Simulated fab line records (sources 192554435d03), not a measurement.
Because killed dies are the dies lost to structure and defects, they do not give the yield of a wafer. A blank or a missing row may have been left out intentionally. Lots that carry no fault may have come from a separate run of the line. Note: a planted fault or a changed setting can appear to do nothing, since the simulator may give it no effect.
Split-lot experiment | flow n5 finfet | 7 lots, 21 wafers read, on a route of 1938 steps

## THE SPLIT
At N5_BEOL_M2_COAT_22 (resist thk 30 nm), the setting spin rpm was moved away from the recipe's 1500 rpm on 8 of the 21 wafers read, by -9.8% to +10.6%. All remaining wafers had this setting at the recipe value.

## FROM THE SPLIT TO THE READING: what the file shows between them, 3 steps
- N5_BEOL_M2_EBR_24
- N5_BEOL_M2_SOFTBAKE_23: time 60 s
- N5_BEOL_M2_DESCUM_33: chemistry O2, time 7 s

## THE READING
CAR-EUV_of_BEOL_M2_COAT_22.thk nm (the simulator's own value, which no gauge read), in nm, at N5_BEOL_M2_ETCH_77 (etches underlayer in N2/H2, target depth 6.5 nm, time 5.2 s). The file does not state a usual value for it. The 13 wafers here that ran the recipe average 20.4 nm, standard deviation 0.11 nm.

wafer  | tool, chamber at the split | spin rpm as run, rpm | against the recipe | CAR-EUV_of_BEOL_M2_COAT_22.thk nm, nm | against lot-mates on the recipe
L076.1 | litho track-04, 0          | 1659                 | +10.6%             | 19                                    | -1.3
L076.3 | litho track-04, 0          | 1500                 | recipe             | 20.4                                  | -
L076.6 | litho track-04, 0          | 1500                 | recipe             | 20.2                                  | -
L077.3 | litho track-04, 0          | 1500                 | recipe             | 20.4                                  | -
L077.4 | litho track-04, 0          | 1500                 | recipe             | 20.4                                  | -
L077.6 | litho track-04, 0          | 1365                 | -9.0%              | 21.6                                  | +1.2
L078.2 | litho track-02, 0          | 1500                 | recipe             | 20.2                                  | -
L078.4 | litho track-02, 0          | 1500                 | recipe             | 20.4                                  | -
L078.5 | litho track-02, 0          | 1500                 | recipe             | 20.4                                  | -
L081.3 | litho track-01, 0          | 1615                 | +7.7%              | 19.2                                  | -1.1
L081.4 | litho track-01, 0          | 1500                 | recipe             | 20.4                                  | -
L081.6 | litho track-01, 0          | 1500                 | recipe             | 20.2                                  | -
L091.2 | litho track-04, 0          | 1500                 | recipe             | 20.4                                  | -
L091.3 | litho track-04, 0          | 1633                 | +8.9%              | 19.2                                  | -1.2
L091.6 | litho track-04, 0          | 1633                 | +8.9%              | 19                                    | -1.4
L093.2 | litho track-02, 0          | 1500                 | recipe             | 20.6                                  | -
L093.4 | litho track-02, 0          | 1353                 | -9.8%              | 22.2                                  | +1.6
L093.5 | litho track-02, 0          | 1353                 | -9.8%              | 22                                    | +1.4
L095.3 | litho track-02, 0          | 1500                 | recipe             | 20.4                                  | -
L095.5 | litho track-02, 0          | 1500                 | recipe             | 20.4                                  | -
L095.4 | litho track-02, 0          | 1361                 | -9.3%              | 22                                    | +1.6

FIT RESULTS
A straight line over all 21 wafers: CAR-EUV_of_BEOL_M2_COAT_22.thk nm changes by -0.154 nm for each +1% of spin rpm; r = -0.99; the points scatter about the line by 0.14 nm.
The same after taking each lot's own level away (the mean of its wafers on the recipe; 21 wafers): -0.146 nm for each +1%; r = -0.99; scatter 0.11 nm.
The reading moves by 1.5 nm for the largest change in spin rpm, on that fit.
The span of the lots' own levels, 20.30 to 20.60 nm, comes to 2.8 times the standard deviation stated above.
So the lot-to-lot level changes the slope little: the two slopes agree.
Check: with one of the wafers moved furthest among these (+10.6%) left out of the fit, the line predicts -1.58 nm for it against its lot-mates. Against them it came out at -1.3 nm.

## THESE WAFERS: OTHER SPLITS
These wafers also went through other splits before the reading. Each is held against what the fit with the lots' levels taken away leaves over:
other split on the same wafers | wafers away from the commonest value | r with CAR-EUV_of_BEOL_M2_COAT_22.thk nm (lot level and that fit taken away)
N5_BEOL_M1_EXPOSE_25 dose mj   | 6                                    | -0.28
N5_BEOL_M1_ETCH_70 bias w      | 7                                    | +0.25
N5_BEOL_M2_COAT_67 spin rpm    | 7                                    | -0.09

## THE WHOLE CHAIN: every reading that the file lists as answering this split, in the file's order
step               | what it does                                                | reading                                                                            | change (the file's fit)               | r (the file's)
N5_BEOL_M2_COAT_22 | resist thk 30 nm                                            | CAR-EUV_of_BEOL_M2_COAT_22.thk nm (the simulator's own value, which no gauge read) | -0.147 nm for each +1% of the setting | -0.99
N5_BEOL_M2_ETCH_77 | etches underlayer in N2/H2, target depth 6.5 nm, time 5.2 s | CAR-EUV_of_BEOL_M2_COAT_22.thk nm (the simulator's own value, which no gauge read) | -0.144 nm for each +1% of the setting | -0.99

## FILE'S OWN FIT
CAR-EUV_of_BEOL_M2_COAT_22.thk nm changes by -0.144 nm for each +1% of spin rpm, r = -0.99.
